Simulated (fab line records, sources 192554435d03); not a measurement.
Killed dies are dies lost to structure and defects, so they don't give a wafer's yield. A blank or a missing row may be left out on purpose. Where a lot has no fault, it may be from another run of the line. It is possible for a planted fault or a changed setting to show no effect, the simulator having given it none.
Chamber matching | flow n5Finfet | N5_BEOL_M0_SAQP_SPACER2_ALD_26 on aldSin-01 has 4 sister chambers
The step deposits SiO2, target thk 15 nm, pulse time 1 s, purge time 2 s. 4 wafers are shown with their chamber, then 7 later ones without.

== EACH WAFER AND ITS CHAMBER ==
wafer  | chamber | heaterPowerW (W)
L081.5 | 0       | 551
L082.6 | 2       | 506
L085.2 | 1       | 479
L085.4 | 3       | 414

== WAFERS WITH NO CHAMBER GIVEN ==
wafer  | heaterPowerW (W)
L085.6 | 492
L088.2 | 492
L088.3 | 513
L088.4 | 553
L095.2 | 565
L095.5 | 504
L095.6 | 415

== WHICH CHAMBER EACH ONE RAN IN ==
wafer  | from the rows above     | in truth
L085.6 | can't be placed: 1 or 2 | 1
L088.2 | can't be placed: 1 or 2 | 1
L088.3 | 2                       | 2
L088.4 | 0                       | 0
L095.2 | 0                       | 0
L095.5 | 2                       | 2
L095.6 | 3                       | 3
5 of 7 placed correctly. Can't be placed from these rows: 2 (the true chamber is among the candidates in 2). 0 placed wrongly.
How it was worked out, from the rows above alone: a wafer's distance from a chamber is the root of the sum, over the readings, of the square of ((its reading less the chamber's mean) divided by the reading's scatter). The wafer belongs to the nearest chamber; if the next one is less than 2 further off, it can't be placed. A chamber's mean is the mean of its shown wafers. The scatter: root of mean squared gap, hidden wafer to nearest shown wafer, with one shown wafer a chamber.
